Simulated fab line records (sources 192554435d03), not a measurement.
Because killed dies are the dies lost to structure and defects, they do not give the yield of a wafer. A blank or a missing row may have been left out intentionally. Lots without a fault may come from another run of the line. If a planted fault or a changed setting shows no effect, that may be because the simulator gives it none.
Chamber matching	flow n5 finfet	N5_BEOL_M10_DESCUM_33 on rie diel-04 has 4 sister chambers
The step chemistry O2, time 7.9 s. 8 wafers are shown with their chamber, then 8 later ones without.

WAFERS WITH THEIR CHAMBER
wafer	chamber	drypump motor current A (A)	showerhead plenum p Torr (Torr)
L077.1	2	5.7	2.14
L081.4	3	5.4	2.11
L088.2	2	5.7	2.13
L088.3	1	4.8	2.05
L087.3	0	5.5	2.11
L087.5	3	5.4	2.11
L087.6	0	5.5	2.11
L090.1	1	4.7	2.04

WAFERS WITHOUT THEIR CHAMBER
wafer	drypump motor current A (A)	showerhead plenum p Torr (Torr)
L090.2	5.5	2.11
L090.5	4.7	2.04
L091.3	5.4	2.11
L091.4	4.7	2.04
L091.6	5.5	2.11
L094.1	5.4	2.11
L094.2	4.8	2.04
L094.3	5.7	2.12

THE CHAMBER EACH PASSED THROUGH
wafer	from the rows above	in truth
L090.2	0	0
L090.5	1	1
L091.3	3	3
L091.4	1	1
L091.6	0	0
L094.1	3	3
L094.2	1	1
L094.3	2	2
Correct placement for 8 of the 8. Number that these rows cannot place: 0. Wrongly placed: 0.
How it was worked out, from the rows above alone: a wafer's distance from a chamber is the root of the sum, over the readings, of the square of ((its reading less the chamber's mean) divided by the reading's scatter). The wafer belongs to the nearest chamber; if the next one is less than 2 further off, it can't be placed. A chamber's mean is the mean of its shown wafers. The scatter: the root of (the sum of the squares of (reading less its chamber's mean) over the shown wafers, divided by (wafers less chambers)).
